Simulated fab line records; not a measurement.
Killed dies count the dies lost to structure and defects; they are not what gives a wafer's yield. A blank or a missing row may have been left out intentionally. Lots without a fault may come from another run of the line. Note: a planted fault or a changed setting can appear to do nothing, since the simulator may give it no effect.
fab line records	flow n5_finfet
[record] lots = 9	wafers = 24	last_day = 18
route steps=1938 shown BEOL_M3@944 BEOL_M4@1111 PASSIVATION@1936
lots that met no fault: taken from a fault-free run of the same line
start_h: hours from the record's first day to the start of the lot's first wafer shown	wait_h: hours elapsed since this lot's preceding step	" the same as in the row above	L1.1+2: one row covering several wafers at once	- value missing, or start not given	* or withheld: withheld	< > ~ a bound
route shown NAME@n: a module of which the file shows steps, and the number in the route of the first	usual: mean/standard deviation taken from wafers without a fault	same: alike in all rows	chamber/n: place in a boat	sites: each site's reading	_std_site: standard deviation of those values	_edge_site: mean of outer sites minus mean of inner sites	radius_mm: how far each site lies from the wafer's centre	mask NAME#n: copy n	behind: the last tool/chamber to shape the wafer	hold: the reason the lot was held/the length of the hold in hours/how it ended	device: which transistor (n, p or np) failed to switch	end of line: tests of these same wafers at the route's end	step lacking rows: just its recipe	killed: the dies lost at the first sort to structure and to defects; this is not the yield of the wafer	map: per-die view of a wafer (x killed, . not killed, _ where there is no die)
set.NAME: the setting as run; set.NAME@STEP: as run at that earlier step	model.NAME: the simulator's own value behind a step, which no gauge read
a sample of lots followed through the steps of the route, with each step as a table and each wafer as a row
services: the hour from which a tool's chamber was out of use, counted from the record's first day as start_h (under 0 if before that day), plus the number of hours and why
[[steps]]
[step N5_BEOL_M3_CD_MEAS_11]
[recipe] target_cd_nm = 17.05	landing_energy_ev = 500	detector = se_inlens	polarity = opening
[usual] cd_nm = 17.07/0.27
lot.wafer	tool	chamber	start_h	wait_h	cd_nm
L522.2	cd_sem-01	0	158.08	-	16.69
L522.3	"	0	"	"	16.81
L522.5	"	0	"	"	17.19
L524.2	cd_sem-01	0	174.85	-	16.48
L524.5	"	0	"	"	17.09
L524.6	"	0	"	"	16.94
L526.5	cd_sem-01	0	198.59	-	16.96
L526.6	"	0	"	"	16.98
L529.1	cd_sem-03	0	205.20	-	17.09
L529.3	"	0	"	"	16.81
L529.4	"	0	"	"	16.79
L531.4	cd_sem-01	0	208.49	-	17.12
L531.6	"	0	"	"	17.54
L533.1	cd_sem-03	0	219.69	-	16.40
L533.3	"	0	"	"	16.90
L533.6	"	0	"	"	16.59
L534.2	cd_sem-02	0	223.71	-	17.01
L534.3	"	0	"	"	17.17
L534.6	"	0	"	"	17.22
L537.1	cd_sem-01	0	257.57	-	17.05
L537.2	"	0	"	"	17.16
L537.6	"	0	"	"	16.94
L543.1	cd_sem-03	0	293.47	-	17.06
L543.4	"	0	"	"	17.25
[step N5_BEOL_M3_ETCH_64]
[recipe] chemistry = N2/H2	target = SOC	target_depth_a = 750	overetch_a = 150	mask_material = SiARC	temp_c = 40	time_s = 112.5	ion_energy_ev = 200	pressure_mtorr = 30	source_w = 840	bias_w = 150	n2_flow_sccm = 200	h2_flow_sccm = 200
[usual] bias_w = 150.1/0.48	drypump_motor_current_A = 5.64/0.29	n2_flow_sccm = 200.1/0.61	oes_product_au = 0.63/0.072	rf_vpp_V = 524.6/1.7	showerhead_plenum_p_Torr = 2.57/0.056	throttle_valve_pct = 17.86/0.21
lot.wafer	tool	chamber	start_h	wait_h	bias_w	drypump_motor_current_A	n2_flow_sccm	oes_product_au	rf_hours_counter_h	rf_vpp_V	showerhead_plenum_p_Torr	throttle_valve_pct
L522.2	rie_diel-01	2	158.46	0.0	150.8	5.28	200.2	0.54	223	522.6	2.51	17.81
L522.3	"	0	"	"	149.9	6.10	200.2	0.73	5	525.0	2.62	17.92
L522.5	"	0	"	"	150.1	6.08	200.6	0.74	-	524.9	2.62	17.94
L524.2	rie_diel-01	3	175.53	0.0	149.3	5.76	200.5	0.59	195	525.7	2.63	17.58
L524.5	"	1	"	"	150.0	5.97	200.6	0.56	-	524.0	2.63	18.38
L524.6	"	0	"	"	150.2	6.10	200.4	0.72	-	525.0	2.62	17.93
L526.5	rie_diel-05	2	198.84	0.1	150.3	5.54	200.6	0.66	-	524.6	2.60	17.95
L526.6	"	3	"	"	149.8	5.54	200.3	0.55	-	523.5	2.50	17.90
L529.1	rie_diel-05	0	205.70	0.0	150.5	6.04	200.0	0.58	174	526.3	2.64	17.79
L529.3	"	2	"	"	150.3	5.57	199.0	0.67	60	525.3	2.59	17.95
L529.4	"	3	"	"	150.7	5.55	200.3	0.55	224	522.1	2.49	17.90
L531.4	rie_diel-01	2	208.68	0.0	150.5	5.27	199.5	0.53	240	522.9	2.51	17.83
L531.6	"	3	"	"	150.1	5.75	199.4	0.58	-	526.2	2.62	17.60
L533.1	rie_diel-06	1	219.89	0.0	149.8	5.29	199.9	0.74	10	525.0	2.59	17.32
L533.3	"	3	"	"	150.3	5.36	199.5	0.64	91	521.6	2.48	17.95
L533.6	"	2	"	"	150.1	5.55	199.6	0.56	-	522.6	2.53	17.96
L534.2	rie_diel-06	1	223.91	0.0	149.9	5.29	200.4	0.74	11	525.7	2.59	17.32
L534.3	"	0	"	"	149.5	5.85	199.3	0.57	190	526.6	2.63	17.97
L534.6	"	2	"	"	150.5	5.58	200.0	0.56	-	524.2	2.53	17.97
L537.1	rie_diel-06	0	257.80	0.0	150.2	5.83	200.1	0.57	199	526.2	2.63	18.00
L537.2	"	3	"	"	149.9	5.34	199.6	0.63	102	521.4	2.47	17.98
L537.6	"	0	"	"	150.0	5.84	199.5	0.57	-	527.4	2.63	18.00
L543.1	rie_diel-01	2	293.67	0.0	149.8	5.27	199.3	0.76	5	522.5	2.50	17.53
L543.4	"	3	"	"	150.4	5.76	200.9	0.57	237	525.9	2.61	17.66
[step N5_BEOL_M3_STRIP_66]
[recipe] chemistry = CF4	resist = SiARC	power_w = 300	bias_power_w = 75	pressure_mtorr = 50	cf4_flow_sccm = 150	rf_frequency_hz = 6e+07
[usual] bias_power_w = 75.00/0.24	cf4_flow_sccm = 150.1/0.39	drypump_motor_current_A = 5.63/0.29	oes_product_au = 0.78/0.09	rf_vpp_V = 271.5/1.1	showerhead_plenum_p_Torr = 1.81/0.038	throttle_valve_pct = 13.58/0.22
lot.wafer	tool	chamber	start_h	wait_h	bias_power_w	cf4_flow_sccm	drypump_motor_current_A	oes_product_au	rf_hours_counter_h	rf_vpp_V	showerhead_plenum_p_Torr	throttle_valve_pct
L522.2	rie_diel-01	2	158.58	0.0	75.21	149.6	5.26	0.67	223	270.9	1.77	13.62
L522.3	"	0	"	"	75.02	149.7	6.09	0.92	5	271.7	1.85	13.46
L522.5	"	0	"	"	74.74	149.9	6.06	0.92	-	271.6	1.85	13.46
L524.2	rie_diel-01	3	175.66	0.0	74.54	150.0	5.76	0.74	195	271.9	1.86	13.47
L524.5	"	1	"	"	75.00	149.4	5.96	0.69	-	271.5	1.85	14.05
L524.6	"	0	"	"	75.05	150.4	6.08	0.90	-	273.0	1.84	13.47
L526.5	rie_diel-05	2	198.92	0.0	75.18	149.8	5.53	0.84	-	271.8	1.82	13.49
L526.6	"	3	"	"	74.87	150.4	5.53	0.70	-	271.9	1.78	13.92
L529.1	rie_diel-05	0	205.83	0.0	75.22	149.9	6.02	0.72	174	273.4	1.86	13.52
L529.3	"	2	"	"	75.19	150.3	5.55	0.84	60	272.1	1.82	13.50
L529.4	"	3	"	"	74.97	149.2	5.54	0.69	224	269.8	1.77	13.92
L531.4	rie_diel-01	2	208.81	0.0	74.84	149.9	5.26	0.67	240	272.6	1.77	13.69
L531.6	"	3	"	"	74.89	150.3	5.75	0.73	-	272.3	1.85	13.49
L533.1	rie_diel-06	1	220.02	0.0	74.94	149.9	5.28	0.93	10	272.4	1.84	13.24
L533.3	"	3	"	"	74.90	150.4	5.28	0.81	91	270.5	1.75	13.54
L533.6	"	2	"	"	74.69	150.2	5.57	0.70	-	272.7	1.77	13.78
L534.2	rie_diel-06	1	224.04	0.0	74.76	149.9	5.28	0.93	11	271.6	1.84	13.25
L534.3	"	0	"	"	74.72	149.9	5.84	0.72	190	273.2	1.85	13.70
L534.6	"	2	"	"	75.36	149.9	5.56	0.70	-	271.6	1.77	13.78
L537.1	rie_diel-06	0	257.93	0.0	74.75	149.8	5.82	0.72	199	273.2	1.85	13.73
L537.2	"	3	"	"	74.97	150.0	5.29	0.80	102	268.6	1.74	13.56
L537.6	"	0	"	"	75.03	149.7	5.84	0.71	-	272.7	1.85	13.73
L543.1	rie_diel-01	2	293.80	0.0	75.14	150.3	5.26	0.96	5	271.6	1.76	13.19
L543.4	"	3	"	"	75.04	150.2	5.77	0.71	238	273.6	1.84	13.56
[step N5_BEOL_M3_STRIP_19]
[recipe] chemistry = O2	power_w = 400	temp_c = 40	pressure_mtorr = 30	rf_frequency_hz = 6e+07	bias_power_w = 0	overash_fraction = 0.2	o2_flow_sccm = 225
[usual] bias_power_w = 0/0	chamber_pressure_mTorr = 30.000/0.027	drypump_motor_current_A = 5.64/0.29	oes_product_au = 0.78/0.078	rf_vpp_V = 3.6/0.43	showerhead_plenum_p_Torr = 2.12/0.044	throttle_valve_pct = 16.66/0.2
lot.wafer	tool	chamber	start_h	wait_h	bias_power_w	chamber_pressure_mTorr	drypump_motor_current_A	oes_product_au	rf_hours_counter_h	rf_vpp_V	showerhead_plenum_p_Torr	throttle_valve_pct
L522.2	rie_diel-01	2	158.73	0.1	0	29.975	5.27	0.68	223	3.5	2.09	16.71
L522.3	"	1	"	"	0	29.998	5.95	0.70	222	3.3	2.19	17.20
L522.5	"	0	"	"	0	29.987	6.08	0.93	-	3.8	2.17	16.67
L524.2	rie_diel-01	3	176.00	0.3	0	29.969	5.77	0.75	195	3.8	2.15	16.36
L524.5	"	1	"	"	0	29.959	5.94	0.69	-	4.2	2.18	17.20
L524.6	"	2	"	"	0	29.988	5.26	0.68	-	3.6	2.08	16.74
L526.5	rie_diel-05	0	199.08	0.0	0	29.979	6.01	0.75	-	3.4	2.18	16.55
L526.6	"	3	"	"	0	29.955	5.53	0.69	-	2.7	2.07	16.96
L529.1	rie_diel-05	0	206.08	0.2	0	30.012	6.05	0.74	174	4.0	2.18	16.57
L529.3	"	2	"	"	0	30.011	5.54	0.84	60	3.4	2.12	16.55
L529.4	"	1	"	"	0	29.946	5.27	0.80	95	3.5	2.12	16.46
L531.4	rie_diel-05	3	208.96	0.1	0	29.991	5.54	0.70	225	4.6	2.07	16.98
L531.6	"	2	"	"	0	30.001	5.55	0.83	-	3.8	2.12	16.56
L533.1	rie_diel-05	2	220.17	0.1	-	-	-	-	-	-	-	-
L533.3	"	0	"	"	-	-	-	-	-	-	-	-
L533.6	"	0	"	"	-	-	-	-	-	-	-	-
L534.2	rie_diel-05	3	224.19	0.1	-	-	-	-	-	-	-	-
L534.3	"	2	"	"	-	-	-	-	-	-	-	-
L534.6	"	2	"	"	-	-	-	-	-	-	-	-
L537.1	rie_diel-01	0	258.08	0.1	0	30.034	6.09	0.84	41	3.6	2.16	16.74
L537.2	"	1	"	"	0	30.027	5.96	1.02	0	3.0	2.18	16.78
L537.6	"	0	"	"	0	30.004	6.09	0.84	-	4.7	2.16	16.73
L543.1	rie_diel-06	0	293.98	0.1	0	30.001	5.86	0.69	208	4.0	2.14	16.66
L543.4	"	3	"	"	0	29.975	5.32	0.80	113	3.2	2.02	16.68
[step N5_BEOL_M3_ETCH_70]
[recipe] chemistry = N2/H2	target = SOC	target_depth_a = 800	overetch_a = 160	mask_material = SiARC	temp_c = 40	time_s = 120	ion_energy_ev = 200	pressure_mtorr = 30	source_w = 840	bias_w = 150	n2_flow_sccm = 200	h2_flow_sccm = 200
[usual] bias_w = 149.9/0.45	drypump_motor_current_A = 5.66/0.3	n2_flow_sccm = 200.1/0.58	oes_product_au = 0.59/0.065	rf_vpp_V = 524.5/1.8	showerhead_plenum_p_Torr = 2.58/0.056	throttle_valve_pct = 17.87/0.23
lot.wafer	tool	chamber	start_h	wait_h	bias_w	drypump_motor_current_A	n2_flow_sccm	oes_product_au	rf_hours_counter_h	rf_vpp_V	showerhead_plenum_p_Torr	throttle_valve_pct
L522.2	rie_diel-06	0	165.75	0.0	149.5	5.87	199.0	0.56	169	526.0	2.64	17.94
L522.3	"	3	"	"	150.3	5.32	199.7	0.64	70	521.2	2.49	17.93
L522.5	"	3	"	"	150.4	5.30	199.7	0.65	-	522.1	2.49	17.92
L524.2	rie_diel-01	3	182.63	0.0	150.4	5.69	199.0	0.57	197	526.9	2.63	17.58
L524.5	"	0	"	"	149.8	6.13	200.3	0.70	-	525.4	2.61	17.94
L524.6	"	3	"	"	150.1	5.73	199.0	0.57	-	526.8	2.63	17.60
L526.5	rie_diel-06	2	201.19	0.0	149.9	5.57	200.5	0.55	-	522.9	2.53	17.95
L526.6	"	1	"	"	150.5	5.28	199.5	0.74	-	527.2	2.60	17.31
L529.1	rie_diel-01	3	214.36	0.0	148.9	5.73	199.6	0.56	208	526.4	2.62	17.62
L529.3	"	0	"	"	149.8	6.12	200.1	0.67	25	526.7	2.61	17.95
L529.4	"	1	"	"	149.7	5.94	201.2	0.53	243	524.1	2.62	18.40
L531.4	rie_diel-05	3	221.69	0.0	149.9	5.56	200.7	0.53	227	522.6	2.49	17.88
L531.6	"	2	"	"	150.7	5.58	199.6	0.64	-	524.3	2.59	17.97
L534.2	rie_diel-05	3	228.72	0.0	149.5	5.55	200.3	0.69	229	523.4	2.49	17.95
L534.3	"	2	"	"	150.0	5.54	200.2	0.85	66	525.1	2.59	18.01
L534.6	"	1	"	"	150.0	5.28	199.8	0.81	-	524.5	2.58	17.75
L533.1	rie_diel-01	2	229.19	0.0	149.6	5.26	200.9	0.65	247	523.4	2.50	17.87
L533.3	"	0	"	"	149.7	6.12	199.3	0.86	30	525.2	2.61	17.99
L533.6	"	0	"	"	149.7	6.09	199.6	0.86	-	524.4	2.61	17.99
L537.1	rie_diel-06	3	263.69	0.0	150.0	5.29	200.1	0.62	105	520.9	2.47	17.98
L537.2	"	1	"	"	150.5	5.28	199.9	0.70	22	527.0	2.59	17.35
L537.6	"	3	"	"	150.0	5.35	200.2	0.61	-	520.5	2.47	18.00
L543.1	rie_diel-06	0	301.29	0.0	149.3	5.85	200.4	0.55	211	525.8	2.63	18.01
L543.4	"	1	"	"	149.6	5.28	200.9	0.68	32	524.9	2.58	17.35
[step N5_BEOL_M4_RC_MEAS_101]
[usual] DIBL_N = 35.8/1.5	DIBL_P = 35.9/1.8	IOFF_N = 0.152/0.025	IOFF_P = 0.21/0.031	ION_N = 672/11	ION_P = 462/7.4	SS_N = 71.5/0.52	SS_P = 73.2/0.54	VT_N = 250/3	VT_P = -250/3.3
lot.wafer	tool	chamber	start_h	wait_h	DIBL_N[mV/V]	DIBL_P[mV/V]	IOFF_N[nA/um]	IOFF_P[nA/um]	ION_N[uA/um]	ION_P[uA/um]	SS_N[mV/dec]	SS_P[mV/dec]	VT_N[mV]	VT_P[mV]
L522.2	prober-02	0	178.93	0.2	37.5	36.4	0.161	0.23	675	467	71.4	73.3	249	-247
L522.3	"	0	"	"	38.5	38.3	0.195	0.27	690	474	72.0	73.9	244	-245
L522.5	"	0	"	"	35.5	34.8	0.131	0.20	665	465	71.7	73.3	251	-248
L524.2	prober-01	0	199.76	0.2	33.9	34.8	0.122	0.16	670	457	70.9	72.9	250	-254
L524.5	"	0	"	"	34.9	35.9	0.143	0.17	674	452	70.7	73.0	251	-252
L524.6	"	0	"	"	34.1	35.4	0.125	0.16	665	459	71.5	72.6	251	-256
L526.5	prober-02	0	219.01	0.6	36.8	38.6	0.155	0.19	678	459	71.0	73.4	252	-252
L526.6	"	0	"	"	37.5	38.5	0.170	0.20	676	463	70.9	73.9	251	-254
L529.1	prober-01	0	230.98	0.0	35.9	35.9	0.158	0.21	673	464	71.3	72.6	248	-245
L529.3	"	0	"	"	36.2	36.9	0.169	0.23	684	469	71.0	73.7	248	-248
L529.4	"	0	"	"	35.8	36.0	0.161	0.21	685	466	70.9	73.8	248	-251
L531.4	prober-02	0	240.38	0.5	36.5	35.2	0.167	0.21	681	466	72.1	72.9	251	-246
L531.6	"	0	"	"	35.9	34.6	0.151	0.20	670	462	70.9	73.4	250	-248
L537.1	prober-01	0	284.90	0.0	34.6	35.8	0.160	0.20	672	456	71.6	73.2	247	-250
L537.2	"	0	"	"	36.3	37.8	0.185	0.24	692	470	71.3	73.8	245	-250
L537.6	"	0	"	"	35.0	36.7	0.175	0.22	701	472	71.0	73.5	246	-250
L543.1	prober-02	0	321.00	0.0	35.6	35.7	0.151	0.21	666	465	71.9	73.4	251	-251
L543.4	"	0	"	"	35.0	34.9	0.137	0.19	675	472	71.3	72.8	256	-253
[step N5_PASSIVATION_PROBE_49]
[usual] defect_limited_yield = 91.7/1.7	killed_at_M0_to_M3 = 34/10	killed_at_M4_up = 13/5.1	killed_at_contacts = 12/6.2	killed_at_front_end = 36/12	killed_at_other = 3.2/2.6	killed_dies = 98/20	killed_on_rim = 13/4.5	killed_open = 65/13	killed_short = 32/8.4	sort_bin_5_function = 4.8/1.1	sort_bin_6_memory = 3.2/0.74	sort_n_pass = 1082/20	sort_yield_pct = 91.7/1.7
[same] gross_dies = 1180	killed_at_back_side = 0	sort_bin_4_leakage[%] = 0	sort_bin_8_speed[%] = 0
lot.wafer	tool	chamber	start_h	wait_h	defect_limited_yield[%]	killed_at_M0_to_M3	killed_at_M4_up	killed_at_contacts	killed_at_front_end	killed_at_other	killed_dies	killed_on_rim	killed_open	killed_short	sort_bin_5_function[%]	sort_bin_6_memory[%]	sort_n_pass	sort_yield_pct[%]
L524.2	prober-02	-	307.41	0.1	89.7	48	17	10	43	3	121	10	81	39	5.8	4.2	1059	89.7
L524.5	prober-02	-	307.56	0.2	89.6	40	14	33	36	0	123	16	81	42	5.7	4.4	1057	89.6
L524.6	prober-02	-	307.61	0.3	91.9	26	6	15	45	4	96	11	61	35	4.0	3.8	1084	91.9
L533.1	prober-01	-	350.89	0.0	0	1131	11	14	23	1	1180	152	54	22	97.4	2.5	0	0
L533.3	prober-01	-	350.99	0.1	0	1131	7	7	33	2	1180	152	54	22	97.4	2.5	0	0
L533.6	prober-01	-	351.14	0.3	0	1117	15	13	34	1	1180	152	68	25	97.0	2.8	0	0
L534.2	prober-02	-	353.84	0.1	0	1097	22	6	54	1	1180	152	67	50	95.6	3.8	0	0
L534.3	prober-02	-	353.89	0.1	0	1114	9	3	51	3	1180	152	62	31	96.7	3.1	0	0
L534.6	prober-02	-	354.04	0.3	0	1099	11	17	50	3	1180	152	78	26	96.5	3.2	0	0
L537.1	prober-01	-	376.49	0.0	93.9	24	10	6	31	1	72	9	42	30	3.7	2.0	1108	93.9
L537.2	prober-01	-	376.54	0.1	92.1	30	13	12	33	5	93	9	67	24	4.7	2.9	1087	92.1
L537.6	prober-01	-	376.74	0.3	91.3	32	10	14	40	7	103	16	66	36	4.2	4.3	1077	91.3
// killed by level:class
L524.2 STI_FIN_REVEAL:geometric_particle:open=20 BEOL_M0_SAQP:geometric_particle:short=14 MOL_CONTACT_COAG:geometric_particle:open=9 BEOL_M1:geometric_particle:short=9 BEOL_M0_SAQP:geometric_particle:open=7 BEOL_M3:geometric_particle:open=7 BEOL_M4:geometric_particle:open=6 DUMMY_GATE:geometric_particle:open=5
L524.5 MOL_CONTACT_COAG:geometric_particle:open=24 BEOL_M0_SAQP:geometric_particle:open=15 BEOL_M3:geometric_particle:open=10 MOL_CONTACT_COAG:geometric_particle:short=9 BEOL_M0_SAQP:geometric_particle:short=9 FIN_SAQP:geometric_particle:open=8 STI_FIN_REVEAL:geometric_particle:open=8 FIN_SAQP:geometric_particle:short=7
L524.6 MOL_CONTACT_COAG:geometric_particle:open=12 STI_FIN_REVEAL:geometric_particle:open=11 FIN_SAQP:geometric_particle:short=6 DUMMY_GATE:geometric_particle:open=5 BEOL_M0_SAQP:geometric_particle:open=5 BEOL_M2:geometric_particle:open=5 FIN_SAQP:geometric_particle:open=4 STI_FIN_REVEAL:geometric_particle:short=4
L533.1 BEOL_M3:area_etch=1102 MOL_CONTACT_COAG:geometric_particle:open=14 FIN_SAQP:geometric_particle:short=5 BEOL_M1:geometric_particle:open=5 BEOL_M2:geometric_particle:open=5 STARTING-WAFER:geometric_particle:short=4 BEOL_M0_SAQP:geometric_particle:open=4 BEOL_M0_SAQP:geometric_particle:short=4
L533.3 BEOL_M3:area_etch=1103 FIN_SAQP:geometric_particle:open=10 MOL_CONTACT_COAG:geometric_particle:open=7 BEOL_M2:geometric_particle:open=7 FIN_SAQP:geometric_particle:short=5 STI_FIN_REVEAL:geometric_particle:open=4 BEOL_M0_SAQP:geometric_particle:open=4 BEOL_M0_SAQP:geometric_particle:short=4
L533.6 BEOL_M3:area_etch=1086 MOL_CONTACT_COAG:geometric_particle:open=11 BEOL_M0_SAQP:geometric_particle:open=11 FIN_SAQP:geometric_particle:short=8 BEOL_M2:geometric_particle:open=8 BEOL_M4:geometric_particle:open=7 FIN_SAQP:geometric_particle:open=4 STI_FIN_REVEAL:geometric_particle:open=4
L534.2 BEOL_M3:area_etch=1063 BEOL_M0_SAQP:geometric_particle:short=12 FIN_SAQP:geometric_particle:short=11 FIN_SAQP:geometric_particle:open=9 BEOL_M4:geometric_particle:open=9 GATE_CUT:geometric_particle:short=7 BEOL_M2:geometric_particle:open=7 BEOL_M0_SAQP:geometric_particle:open=6
L534.3 BEOL_M3:area_etch=1087 BEOL_M1:geometric_particle:open=13 FIN_SAQP:geometric_particle:open=10 STI_FIN_REVEAL:geometric_particle:open=9 GATE_CUT:geometric_particle:short=9 ILD0:geometric_particle:open=4 GATE_CUT:geometric_particle:open=4 BEOL_M3:geometric_particle:open=4
L534.6 BEOL_M3:area_etch=1074 MOL_CONTACT_COAG:geometric_particle:open=15 FIN_SAQP:geometric_particle:short=10 FIN_SAQP:geometric_particle:open=10 BEOL_M0_SAQP:geometric_particle:open=7 BEOL_M1:geometric_particle:open=7 ILD0:geometric_particle:open=6 SPACER0:geometric_particle:open=5
L537.1 FIN_SAQP:geometric_particle:short=7 GATE_CUT:geometric_particle:short=6 BEOL_M0_SAQP:geometric_particle:short=6 STI_FIN_REVEAL:geometric_particle:open=5 BEOL_M3:geometric_particle:open=5 MOL_CONTACT_COAG:geometric_particle:open=5 GATE_CUT:geometric_particle:open=4 BEOL_M0_SAQP:geometric_particle:open=4
L537.2 BEOL_M3:geometric_particle:open=14 MOL_CONTACT_COAG:geometric_particle:open=10 STI_FIN_REVEAL:geometric_particle:open=9 FIN_SAQP:geometric_particle:short=6 FIN_SAQP:geometric_particle:open=5 GATE_CUT:geometric_particle:open=4 BEOL_M1:geometric_particle:open=4 BEOL_M5:geometric_particle:open=4
L537.6 BEOL_M2:geometric_particle:open=11 MOL_CONTACT_COAG:geometric_particle:open=10 STI_FIN_REVEAL:geometric_particle:open=9 GATE_CUT:geometric_particle:short=8 FIN_SAQP:geometric_particle:open=7 BEOL_M3:geometric_particle:open=6 BEOL_M1:geometric_particle:open=5 MOL_CONTACT_COAG:geometric_particle:short=4
[[services]]
tool	chamber	start_h	hours	kind
rie_diel-06	1	140.64	-	clean
rie_diel-06	1	140.64	-	consumable_replace:focus_ring
rie_diel-06	1	140.64	25.2	scheduled_down
rie_diel-06	1	140.64	25.2	vent_cycle
rie_diel-06	2	149.71	12.8	repair
rie_diel-01	3	157.99	1.5	repair
rie_diel-06	1	177.25	22.2	repair
rie_diel-06	2	194.15	4.6	repair
rie_diel-01	1	239.29	-	clean
rie_diel-01	1	239.29	-	consumable_replace:focus_ring
rie_diel-01	1	239.29	17.8	scheduled_down
rie_diel-01	1	239.29	17.8	vent_cycle
rie_diel-01	2	257.19	-	clean
rie_diel-01	2	257.19	-	consumable_replace:focus_ring
rie_diel-01	2	257.19	19.0	scheduled_down
rie_diel-01	2	257.19	19.0	vent_cycle
rie_diel-06	0	274.36	3.1	repair
rie_diel-06	3	294.02	4.3	repair
rie_diel-05	3	300.48	-	clean
rie_diel-05	3	300.48	-	consumable_replace:focus_ring
rie_diel-05	3	300.48	12.2	scheduled_down
rie_diel-05	3	300.48	12.2	vent_cycle
[[key]]
[first_sign] step = N5_BEOL_M3_STRIP_19	reading = tool_record	direction = missing
[effect] step = N5_BEOL_M3_ETCH_70	reading = oes_product_au	direction = up	sigmas = 2.9	usual = 0.59	struck = 0.79
[effect] step = N5_PASSIVATION_PROBE_49	reading = killed_at_M0_to_M3	direction = up	sigmas = 99+	usual = 34	struck = 1115
[more_kills_born_at] N5_BEOL_M3_ETCH_70@rie_diel-01 = 3291	N5_BEOL_M3_ETCH_70@rie_diel-05 = 3224
met_at N5_BEOL_M3_STRIP_19
struck_lots L533,L534
later_rows_left_out L533.1,L533.3,L533.6,L534.2,L534.3,L534.6
not_acting_at N5_BEOL_M3_CD_MEAS_11,N5_BEOL_M3_ETCH_64,N5_BEOL_M3_STRIP_66
onset_between 208.96 220.17
[fault] kind = skipped_step_whole	tool = rie_diel-05	chamber = -	onset_h = 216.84	steps = N5_BEOL_M3_STRIP_19	scope = struck_lots_only
// later_rows_left_out: the simulator's readings of these wafers behind a module that went badly wrong aren't trusted and aren't shown, but for the sort
